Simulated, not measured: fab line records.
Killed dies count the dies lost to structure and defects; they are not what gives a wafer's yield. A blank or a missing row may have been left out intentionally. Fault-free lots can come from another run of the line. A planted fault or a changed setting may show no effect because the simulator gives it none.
fab line records	flow n5-finfet	part 1 of 2: steps 1 to 22 of 29
[record] lots = 5	wafers = 15	last-day = 16
route steps=1938 shown BEOL_M15@1825 PASS1_DEP@1831 MIM_BOT@1832 MIM_TOP@1834 MIM_TOP_LITHO@1839 MIM_TOP_ETCH@1851
lots that met no fault: taken from a fault-free run of the same line
start-h: start of the lot's first displayed wafer, in hours after the record's first day	wait-h: how many hours have passed since the lot's step before this one	" identical to the entry in the row above	L1.1+2: a single row standing in for several wafers	- value missing, or start not given	* or withheld: withheld	< > ~ a bound
route shown NAME@n: names a module that has steps shown in the file, with the first one's number in the route	usual: the fault-free wafers' mean and standard deviation	same: alike in all rows	chamber/n: place in a boat	sites: readings site by site	_std_site: standard deviation across them	_edge_site: the outer-site mean with the inner-site mean subtracted	radius-mm: how far each site lies from the wafer's centre	mask NAME#n: copy n	behind: the most recent tool/chamber to have shaped the wafer	hold: why the lot went on hold/how many hours it stayed there/how the hold came to an end	device: whichever transistor did not switch (one of n, p or np)	end of line: the route-end tests of the same wafers	a step without rows: its recipe alone	killed: dies that structure and defects cost at the first sort, which is not the same as the wafer's yield	map: a wafer's dies, x killed, . not, _ none there
set.NAME: the setting the step ran with; set.NAME@STEP: the setting that earlier step ran with	model.NAME: the simulator's own value behind a step, which no gauge read
a table for each step, a row for each wafer; lots at some steps of the route
services: when a tool's chamber went out of use (start-h, in hours from the record's first day, below 0 if earlier), for how many hours, and the reason
[[steps]]
[step N5_BEOL_M15_THK_MEAS_50]
[recipe] thk-meas-gauge = xrf	reads = Cu_of_BEOL_M15_ECD_47
[usual] M15_THK = 860/17
lot.wafer	tool	chamber	start-h	wait-h	M15_THK[nm]
L074.1	film-metro-02	-	248.94	-	845
L074.2	"	-	"	"	864
L074.4	"	-	"	"	835
L087.2	film-metro-02	-	338.91	-	874
L087.3	"	-	"	"	867
L087.6	"	-	"	"	861
L089.2	film-metro-01	-	362.89	-	844
L089.3	"	-	"	"	827
L089.4	"	-	"	"	851
L090.1	film-metro-02	-	376.31	-	833
L090.2	"	-	"	"	849
L090.5	"	-	"	"	819
L093.2	film-metro-01	-	379.37	-	866
L093.3	"	-	"	"	853
L093.5	"	-	"	"	864
[step N5_BEOL_M15_PRE_CLEAN_52]
[recipe] gas = NH3	time-s = 15	temp-c = withheld	rf-power-w = 300
[usual] rf-fwd-power-W = 295.5/1.4
lot.wafer	tool	chamber	start-h	wait-h	rf-fwd-power-W
L074.1	pecvd-02	0	248.98	0.0	295.4
L074.2	"	1	"	"	292.9
L074.4	"	2	"	"	296.7
L087.2	pecvd-02	0	338.95	0.0	296.3
L087.3	"	1	"	"	293.9
L087.6	"	2	"	"	293.7
L089.2	pecvd-01	0	362.93	0.0	297.2
L089.3	"	2	"	"	298.6
L089.4	"	1	"	"	295.2
L090.1	pecvd-02	0	376.34	0.0	294.4
L090.2	"	2	"	"	296.5
L090.5	"	0	"	"	294.6
L093.2	pecvd-01	1	379.41	0.0	294.3
L093.3	"	2	"	"	296.8
L093.5	"	2	"	"	296.1
[step N5_BEOL_M15_DEP_53]
[recipe] material = SiCN	target-thk-a = 500	temp-c = withheld	precursor = 3MS/NH3	pressure-torr = 3	rf-w = 675	time-s = 17.8
[usual] rf-fwd-power-W = 667.6/2.7	showerhead-plenum-p-Torr = 4.158/0.022	throttle-valve-pct = 17.9/0.87
lot.wafer	tool	chamber	start-h	wait-h	rf-fwd-power-W	showerhead-plenum-p-Torr	throttle-valve-pct
L074.1	pecvd-02	0	249.01	0.0	667.3	4.204	18.8
L074.2	"	1	"	"	667.6	4.150	17.8
L074.4	"	2	"	"	667.7	4.176	16.0
L087.2	pecvd-02	0	338.97	0.0	666.8	4.191	19.0
L087.3	"	1	"	"	670.0	4.144	17.8
L087.6	"	2	"	"	665.4	4.179	16.6
L089.2	pecvd-01	0	362.96	0.0	667.8	4.146	17.3
L089.3	"	2	"	"	671.1	4.136	18.6
L089.4	"	1	"	"	669.0	4.125	18.0
L090.1	pecvd-02	0	376.37	0.0	669.1	4.174	18.9
L090.2	"	2	"	"	667.9	4.172	16.4
L090.5	"	0	"	"	667.5	4.183	19.0
L093.2	pecvd-01	1	379.43	0.0	666.2	4.111	18.1
L093.3	"	2	"	"	668.5	4.136	18.5
L093.5	"	2	"	"	670.6	4.128	18.6
[step N5_BEOL_M15_RS_MEAS_54]
[recipe] thk-meas-gauge = four-point-probe	reads = Cu_of_BEOL_M15_ECD_47+Ta_of_BEOL_M15_SPUTTER_44+TaN_of_BEOL_M15_SPUTTER_43
[usual] M15_RS = 0.0215/0.00044
lot.wafer	tool	chamber	start-h	wait-h	M15_RS[ohm/sq]
L074.1	film-metro-01	-	249.07	0.0	0.0219
L074.2	"	-	"	"	0.0213
L074.4	"	-	"	"	0.0221
L087.2	film-metro-02	-	339.04	0.1	0.0211
L087.3	"	-	"	"	0.0211
L087.6	"	-	"	"	0.0212
L089.2	film-metro-01	-	363.02	0.1	0.0217
L089.3	"	-	"	"	0.0221
L089.4	"	-	"	"	0.0215
L090.1	film-metro-01	-	376.43	0.0	0.0223
L090.2	"	-	"	"	0.0218
L090.5	"	-	"	"	0.0226
L093.2	film-metro-01	-	379.50	0.1	0.0214
L093.3	"	-	"	"	0.0217
L093.5	"	-	"	"	0.0213
[step N5_BEOL_M15_INSPECT_55]
[recipe] inspect-instrument = darkfield	mode = post-dep
[usual] raw-defect-count = 74/29
lot.wafer	tool	chamber	start-h	wait-h	raw-defect-count
L074.1	defect-inspect-01	-	249.10	0.0	82
L074.2	"	-	"	"	73
L074.4	"	-	"	"	78
L087.2	defect-inspect-02	-	339.06	0.0	78
L087.3	"	-	"	"	67
L087.6	"	-	"	"	81
L089.2	defect-inspect-01	-	363.05	0.0	92
L089.3	"	-	"	"	71
L089.4	"	-	"	"	131
L090.1	defect-inspect-02	-	376.46	0.0	53
L090.2	"	-	"	"	71
L090.5	"	-	"	"	75
L093.2	defect-inspect-02	-	379.52	0.0	53
L093.3	"	-	"	"	57
L093.5	"	-	"	"	57
[step N5_BEOL_M15_RC_MEAS_101]
[usual] etest-temp-c = 25.00/0.1	COMB_M10 = 1.43e-11/2.9e-12	COMB_M11 = 1.43e-11/2.9e-12	COMB_M12 = 6.5e-12/1.3e-12	COMB_M13 = 4.9e-12/1.1e-12	COMB_M13_max_site = 7e-12/1.7e-12	COMB_M14 = 3.8e-12/6.9e-13	COMB_M15 = 2.6e-12/6.2e-13	COMB_M5 = 3.5e-11/7.7e-12	COMB_M6 = 2.5e-11/4.4e-12	COMB_M7 = 2.6e-11/5.1e-12	COMB_M8 = 2.6e-11/5.2e-12	COMB_M9 = 1.46e-11/2.8e-12	SERP_M10 = 3.08/0.11	SERP_M11 = 3.01/0.091	SERP_M12 = 0.637/0.022	SERP_M13 = 0.306/0.0061	SERP_M14 = 0.160/0.0056	SERP_M5 = 38.8/2.2	SERP_M6 = 13.5/0.65	SERP_M7 = 13.6/0.67	SERP_M8 = 13.5/0.72	SERP_M9 = 3.10/0.088	SERP_M9_max_site = 3.18/0.094
lot.wafer	tool	chamber	start-h	wait-h	etest-temp-c	COMB_M10[S/m]	COMB_M11[S/m]	COMB_M12[S/m]	COMB_M13[S/m]	COMB_M13_max_site[S/m]	COMB_M14[S/m]	COMB_M15[S/m]	COMB_M5[S/m]	COMB_M6[S/m]	COMB_M7[S/m]	COMB_M8[S/m]	COMB_M9[S/m]	SERP_M10[ohm/um]	SERP_M11[ohm/um]	SERP_M12[ohm/um]	SERP_M13[ohm/um]	SERP_M14[ohm/um]	SERP_M5[ohm/um]	SERP_M6[ohm/um]	SERP_M7[ohm/um]	SERP_M8[ohm/um]	SERP_M9[ohm/um]	SERP_M9_max_site[ohm/um]
L074.1	prober-02	0	249.12	0.0	25.06	1.58e-11	1.3e-11	4.9e-12	7.8e-12	1.21e-11	3.8e-12	3.1e-12	3.4e-11	1.7e-11	2.9e-11	2.9e-11	1.51e-11	2.81	3.04	0.606	0.311	0.168	35.4	13.6	13.0	13.5	3.06	3.14
L074.2	"	0	"	"	25.11	1.56e-11	1.49e-11	5.7e-12	6.3e-12	1.01e-11	4.9e-12	2.9e-12	3.6e-11	2e-11	3.2e-11	2.6e-11	1.41e-11	3.05	2.98	0.618	0.303	0.159	40.6	12.6	14.1	13.6	3.12	3.20
L074.4	"	0	"	"	24.95	1.61e-11	1.53e-11	7.8e-12	5.6e-12	8.2e-12	4.4e-12	2.7e-12	3.2e-11	2.3e-11	2.9e-11	2.7e-11	1.18e-11	2.80	2.97	0.650	0.303	0.155	40.0	13.5	14.2	13.3	3.02	3.07
L087.2	prober-01	0	339.24	0.2	24.92	1.39e-11	1.85e-11	7.3e-12	4e-12	5.2e-12	3e-12	2.4e-12	3.5e-11	2.8e-11	2.4e-11	2.5e-11	1.49e-11	3.05	2.99	0.609	0.302	0.149	39.5	13.1	14.3	12.4	2.92	2.93
L087.3	"	0	"	"	25.00	1.25e-11	1.81e-11	6.8e-12	4.1e-12	5.2e-12	3.5e-12	2.1e-12	2.8e-11	2.8e-11	2.5e-11	3.2e-11	1.81e-11	3.07	2.95	0.627	0.309	0.163	41.0	13.9	13.6	13.4	3.02	3.17
L087.6	"	0	"	"	24.85	1.63e-11	1.75e-11	6.5e-12	3.1e-12	4.8e-12	3.4e-12	1.5e-12	3e-11	2.9e-11	2.1e-11	2.1e-11	1.62e-11	3.10	3.00	0.656	0.302	0.155	40.2	13.5	14.5	12.4	2.98	3.04
L089.2	prober-01	0	363.23	0.2	25.03	1.34e-11	1.2e-11	5e-12	4.5e-12	6.8e-12	3.5e-12	2e-12	3.2e-11	2.3e-11	2.6e-11	2.6e-11	1.32e-11	3.11	3.18	0.636	0.308	0.156	39.3	12.9	12.3	12.5	2.98	3.04
L089.3	"	0	"	"	24.83	1.41e-11	1.51e-11	8.5e-12	3.6e-12	4.9e-12	3.3e-12	1.7e-12	3.7e-11	2.8e-11	2.5e-11	2e-11	1.58e-11	3.30	3.02	0.660	0.299	0.160	42.2	12.5	13.5	14.1	3.23	3.25
L089.4	"	0	"	"	24.97	1.41e-11	1.52e-11	6.6e-12	5.8e-12	7.4e-12	3.8e-12	2e-12	5.4e-11	2.6e-11	2.1e-11	1.9e-11	1.38e-11	3.29	3.09	0.629	0.307	0.158	38.2	14.6	12.8	14.1	3.09	3.19
L090.1	prober-02	0	376.49	0.0	25.00	1.65e-11	1.14e-11	1e-11	7e-12	9.2e-12	3.6e-12	3.2e-12	3.4e-11	4.2e-11	2e-11	2.3e-11	1.38e-11	3.38	2.93	0.658	0.302	0.157	36.6	13.2	12.9	13.9	3.18	3.29
L090.2	"	0	"	"	24.87	1.25e-11	1.51e-11	6.8e-12	5.7e-12	8.5e-12	3.7e-12	4.3e-12	3.8e-11	2.8e-11	2.5e-11	2e-11	1e-11	3.07	2.98	0.626	0.299	0.149	34.6	13.2	13.1	14.7	3.31	3.39
L090.5	"	0	"	"	24.97	1.44e-11	1.42e-11	7.3e-12	4.7e-12	7.5e-12	3.2e-12	4.2e-12	4.6e-11	2.1e-11	2.4e-11	2.6e-11	1.12e-11	3.30	2.89	0.642	0.308	0.153	36.0	12.7	13.3	13.7	3.15	3.23
L093.2	prober-02	0	379.70	0.2	25.10	1.53e-11	1.23e-11	5.6e-12	5.2e-12	6.1e-12	4.6e-12	2.2e-12	2.3e-11	2.1e-11	3e-11	2.9e-11	1.29e-11	2.88	2.96	0.665	0.300	0.165	39.2	14.5	13.1	13.5	2.93	2.99
L093.3	"	0	"	"	25.11	1.53e-11	1.2e-11	5e-12	5.1e-12	6.6e-12	3.7e-12	4.1e-12	3.4e-11	1.7e-11	3.2e-11	2.8e-11	1.22e-11	2.88	2.96	0.653	0.302	0.160	39.6	13.5	13.3	13.0	3.06	3.18
L093.5	"	0	"	"	25.28	1.32e-11	1.58e-11	7.9e-12	5.3e-12	6.7e-12	3.4e-12	3.8e-12	3.3e-11	2.3e-11	2.4e-11	2.9e-11	1.24e-11	2.98	2.96	0.629	0.296	0.159	41.4	14.5	13.0	14.0	3.15	3.27
[step N5_PASSIVATION_PECVD_00]
[recipe] material = SiO2	target-thk-a = 2000	temp-c = 400	precursor = SiH4/N2O	pressure-torr = 2.7	rf-w = 608	time-s = 11.2
[usual] heater-power-w = 688/100	rf-fwd-power-W = 602/3.5	showerhead-plenum-p-Torr = 8.12/0.078	throttle-valve-pct = 52/3.9
lot.wafer	tool	chamber	start-h	wait-h	heater-power-w	rf-fwd-power-W	showerhead-plenum-p-Torr	throttle-valve-pct
L074.1	pecvd-04	2	250.10	0.8	669	601	8.12	49
L074.2	"	1	"	"	593	596	8.20	49
L074.4	"	2	"	"	692	605	8.11	49
L087.2	pecvd-01	1	340.05	0.7	782	603	7.98	52
L087.3	"	0	"	"	545	603	8.05	49
L087.6	"	0	"	"	555	606	8.06	50
L089.2	pecvd-04	0	364.04	0.7	693	604	8.06	59
L089.3	"	1	"	"	534	596	8.20	49
L089.4	"	1	"	"	567	597	8.18	49
L090.1	pecvd-03	1	377.45	0.8	744	605	8.19	50
L090.2	"	2	"	"	840	605	8.24	52
L090.5	"	0	"	"	663	600	8.25	48
L093.2	pecvd-04	0	380.51	0.7	684	602	8.11	59
L093.3	"	1	"	"	629	597	8.18	49
L093.5	"	2	"	"	640	605	8.12	49
[step N5_MIM_BOT_DEGAS_01]
[recipe] ambient = vacuum	temp-c = 300	time-s = 60
[usual] heater-power-w = 454/38
lot.wafer	tool	chamber	start-h	wait-h	heater-power-w
L074.1	pvd-sputter-01	-	251.01	0.9	396
L074.2	"	-	"	"	464
L074.4	"	-	"	"	488
L087.2	pvd-sputter-03	-	341.65	1.6	484
L087.3	"	-	"	"	434
L087.6	"	-	"	"	488
L089.2	pvd-sputter-01	-	364.87	0.8	455
L089.3	"	-	"	"	471
L089.4	"	-	"	"	389
L090.1	pvd-sputter-03	-	377.82	0.4	486
L090.2	"	-	"	"	420
L090.5	"	-	"	"	496
L093.2	pvd-sputter-03	-	380.80	0.3	428
L093.3	"	-	"	"	481
L093.5	"	-	"	"	430
[step N5_MIM_BOT_SPUTTER_00]
[recipe] material = TiN	target-thk-a = 350	temp-c = 200	power-w = 3000	chamber-pressure-pa = 0.49996	gas = Ar	reactive-partial-pa = 0.37997	time-s = 89.7
[usual] substrate-temp-c = 199.99/0.15	throttle-valve-pct = 29.9/0.92
lot.wafer	tool	chamber	start-h	wait-h	substrate-temp-c	throttle-valve-pct
L074.1	pvd-sputter-01	-	251.05	0.0	199.94	29.0
L074.2	"	-	"	"	199.86	29.4
L074.4	"	-	"	"	200.07	30.7
L087.2	pvd-sputter-03	-	341.69	0.0	200.00	28.9
L087.3	"	-	"	"	199.69	30.0
L087.6	"	-	"	"	199.78	31.5
L089.2	pvd-sputter-01	-	364.91	0.0	199.92	29.4
L089.3	"	-	"	"	199.84	30.6
L089.4	"	-	"	"	199.85	29.3
L090.1	pvd-sputter-03	-	377.86	0.0	200.15	29.0
L090.2	"	-	"	"	199.95	30.5
L090.5	"	-	"	"	200.06	29.0
L093.2	pvd-sputter-03	-	380.84	0.0	199.93	30.9
L093.3	"	-	"	"	200.03	28.9
L093.5	"	-	"	"	199.86	30.8
[step N5_MIM_TOP_ALD_00]
[recipe] material = Al2O3	target-thk-a = *	temp-c = withheld	ald-precursor-family = TMA	ald-co-reactant = O3	pulse-time-s = withheld	purge-time-s = 3	co-reactant-purge-time-s = withheld	co-reactant-pulse-time-s = 3	ald-cycles = withheld
[usual] precursor-pulse-height-rel = 1.000/0.019
lot.wafer	tool	chamber	start-h	wait-h	precursor-pulse-height-rel
L074.1	ald-hk-02	0	251.15	0.1	1.008
L074.2	"	3	"	"	1.022
L074.4	"	2	"	"	0.980
L087.2	ald-hk-02	1	341.79	0.1	0.977
L087.3	"	3	"	"	0.979
L087.6	"	3	"	"	0.999
L089.2	ald-hk-03	3	365.01	0.1	0.993
L089.3	"	1	"	"	1.027
L089.4	"	2	"	"	0.984
L090.1	ald-hk-03	1	377.96	0.1	0.998
L090.2	"	3	"	"	1.012
L090.5	"	1	"	"	1.017
L093.2	ald-hk-03	1	380.94	0.1	0.978
L093.3	"	0	"	"	1.007
L093.5	"	3	"	"	0.995
[step N5_MIM_TOP_ALD_01]
[recipe] material = HfO2	target-thk-a = 56	temp-c = withheld	ald-precursor-family = Hf-amide	ald-co-reactant = O3	pulse-time-s = 1	purge-time-s = 3	co-reactant-purge-time-s = 2	co-reactant-pulse-time-s = 3	ald-cycles = 62
[usual] precursor-pulse-height-rel = 1.002/0.02
lot.wafer	tool	chamber	start-h	wait-h	precursor-pulse-height-rel
L074.1	ald-hk-02	0	-	-	1.030
L074.2	"	3	"	"	0.971
L074.4	"	2	"	"	1.000
L087.2	ald-hk-02	1	-	-	1.028
L087.3	"	3	"	"	1.007
L087.6	"	3	"	"	1.000
L089.2	ald-hk-03	3	-	-	0.946
L089.3	"	1	"	"	0.977
L089.4	"	2	"	"	0.980
L090.1	ald-hk-03	1	-	-	0.988
L090.2	"	3	"	"	0.956
L090.5	"	1	"	"	0.966
L093.2	ald-hk-03	1	-	-	0.990
L093.3	"	0	"	"	0.962
L093.5	"	3	"	"	0.999
[step N5_MIM_TOP_ALD_02]
[recipe] material = Al2O3	target-thk-a = *	temp-c = withheld	ald-precursor-family = TMA	ald-co-reactant = O3	pulse-time-s = withheld	purge-time-s = 3	co-reactant-purge-time-s = withheld	co-reactant-pulse-time-s = 3	ald-cycles = withheld
[usual] precursor-pulse-height-rel = 0.998/0.021
lot.wafer	tool	chamber	start-h	wait-h	precursor-pulse-height-rel
L074.1	ald-hk-02	0	-	-	1.013
L074.2	"	3	"	"	1.010
L074.4	"	2	"	"	0.989
L087.2	ald-hk-02	1	-	-	0.993
L087.3	"	3	"	"	0.998
L087.6	"	3	"	"	0.991
L089.2	ald-hk-03	3	-	-	0.993
L089.3	"	1	"	"	1.020
L089.4	"	2	"	"	1.020
L090.1	ald-hk-03	1	-	-	0.981
L090.2	"	3	"	"	1.068
L090.5	"	1	"	"	0.979
L093.2	ald-hk-03	1	-	-	0.997
L093.3	"	0	"	"	1.043
L093.5	"	3	"	"	0.987
[step N5_MIM_TOP_DEGAS_04]
[recipe] ambient = vacuum	temp-c = 300	time-s = 60
[usual] heater-power-w = 453/37
lot.wafer	tool	chamber	start-h	wait-h	heater-power-w
L074.1	pvd-sputter-01	-	252.25	-	460
L074.2	"	-	"	"	468
L074.4	"	-	"	"	381
L087.2	pvd-sputter-02	-	342.82	-	462
L087.3	"	-	"	"	492
L087.6	"	-	"	"	455
L089.2	pvd-sputter-01	-	367.91	-	395
L089.3	"	-	"	"	416
L089.4	"	-	"	"	498
L090.1	pvd-sputter-03	-	380.34	-	484
L090.2	"	-	"	"	412
L090.5	"	-	"	"	431
L093.2	pvd-sputter-03	-	381.39	-	427
L093.3	"	-	"	"	487
L093.5	"	-	"	"	483
[step N5_MIM_TOP_SPUTTER_03]
[recipe] material = TiN	target-thk-a = 350	temp-c = 200	power-w = 3000	chamber-pressure-pa = 0.49996	gas = Ar	reactive-partial-pa = 0.37997	time-s = 89.7
[usual] substrate-temp-c = 200.00/0.16	throttle-valve-pct = 29.9/0.9
lot.wafer	tool	chamber	start-h	wait-h	substrate-temp-c	throttle-valve-pct
L074.1	pvd-sputter-01	-	252.29	0.0	200.07	29.6
L074.2	"	-	"	"	200.24	30.5
L074.4	"	-	"	"	199.55	29.2
L087.2	pvd-sputter-02	-	342.86	0.0	200.14	28.2
L087.3	"	-	"	"	199.84	30.0
L087.6	"	-	"	"	199.95	31.2
L089.2	pvd-sputter-01	-	367.95	0.0	200.07	29.3
L089.3	"	-	"	"	200.24	30.1
L089.4	"	-	"	"	200.07	30.3
L090.1	pvd-sputter-03	-	380.38	0.0	199.90	28.7
L090.2	"	-	"	"	199.81	30.3
L090.5	"	-	"	"	200.03	30.6
L093.2	pvd-sputter-03	-	381.43	0.0	200.23	30.4
L093.3	"	-	"	"	200.00	31.1
L093.5	"	-	"	"	199.97	29.0
[step N5_MIM_TOP_LITHO_HMDS_01]
[recipe] time-s = 60	temp-c = 120
lot.wafer	tool	chamber	start-h	wait-h
L074.1+2+4	litho-track-05	0	252.40	0.1
L087.2+3+6	litho-track-03	0	342.97	0.1
L089.2+3+4	litho-track-04	0	368.05	0.1
L090.1+2+5	litho-track-04	0	380.48	0.1
L093.2+3+5	litho-track-04	0	381.54	0.1
[step N5_MIM_TOP_LITHO_COAT_02]
[recipe] spin-rpm = *	resist-thk-nm = *
lot.wafer	tool	chamber	start-h	wait-h
L074.1+2+4	litho-track-05	0	-	-
L087.2+3+6	litho-track-03	0	-	-
L089.2+3+4	litho-track-04	0	-	-
L090.1+2+5	litho-track-04	0	-	-
L093.2+3+5	litho-track-04	0	-	-
[step N5_MIM_TOP_LITHO_EBR_04]
[recipe] solvent = PGMEA	ebr-width-mm = 1.5
[same] ebr-width-mm = 1.5
lot.wafer	tool	chamber	start-h	wait-h
L074.1+2+4	litho-track-05	0	-	-
L087.2+3+6	litho-track-03	0	-	-
L089.2+3+4	litho-track-04	0	-	-
L090.1+2+5	litho-track-04	0	-	-
L093.2+3+5	litho-track-04	0	-	-
[step N5_MIM_TOP_LITHO_SOFTBAKE_03]
[recipe] temp-c = 100	time-s = 90
lot.wafer	tool	chamber	start-h	wait-h
L074.1+2+4	litho-track-05	0	-	-
L087.2+3+6	litho-track-03	0	-	-
L089.2+3+4	litho-track-04	0	-	-
L090.1+2+5	litho-track-04	0	-	-
L093.2+3+5	litho-track-04	0	-	-
[step N5_MIM_TOP_LITHO_EXPOSE_05]
[recipe] mask-id = MIM_TOP	na = 0.55	source-shape = conventional	sigma-outer = 0.8	polarization = unpolarized	target-cd-nm = 2000	dose-mj = 20.5
lot.wafer	tool	chamber	start-h	wait-h	mask
L074.1+2+4	krf-scanner-01	0	252.51	-	MIM_TOP#0
L087.2+3+6	krf-scanner-02	0	343.20	-	MIM_TOP#0
L089.2+3+4	krf-scanner-02	0	368.17	-	MIM_TOP#0
L090.1+2+5	krf-scanner-01	0	380.59	-	MIM_TOP#0
L093.2+3+5	krf-scanner-02	0	381.78	-	MIM_TOP#0
[step N5_MIM_TOP_LITHO_PEB_06]
[recipe] peb-temp-c = withheld	peb-time-s = *
[same] peb-time-s = *
lot.wafer	tool	chamber	start-h	wait-h
L074.1+2+4	litho-track-03	0	252.56	0.1
L087.2+3+6	litho-track-05	0	343.26	0.0
L089.2+3+4	litho-track-03	0	368.22	0.0
L090.1+2+5	litho-track-05	0	380.65	0.1
L093.2+3+5	litho-track-03	0	381.83	0.0
[step N5_MIM_TOP_LITHO_DEVELOP_07]
[recipe] develop-time-s = 60	rinse-liquid = diw	dry = air-spin	dev-temp-c = 21
lot.wafer	tool	chamber	start-h	wait-h
L074.1+2+4	litho-track-03	0	-	-
L087.2+3+6	litho-track-05	0	-	-
L089.2+3+4	litho-track-03	0	-	-
L090.1+2+5	litho-track-05	0	-	-
L093.2+3+5	litho-track-03	0	-	-
[step N5_MIM_TOP_LITHO_HARDBAKE_09]
[recipe] temp-c = 130	time-s = 120
lot.wafer	tool	chamber	start-h	wait-h
L074.1+2+4	litho-track-03	0	-	-
L087.2+3+6	litho-track-05	0	-	-
L089.2+3+4	litho-track-03	0	-	-
L090.1+2+5	litho-track-05	0	-	-
L093.2+3+5	litho-track-03	0	-	-
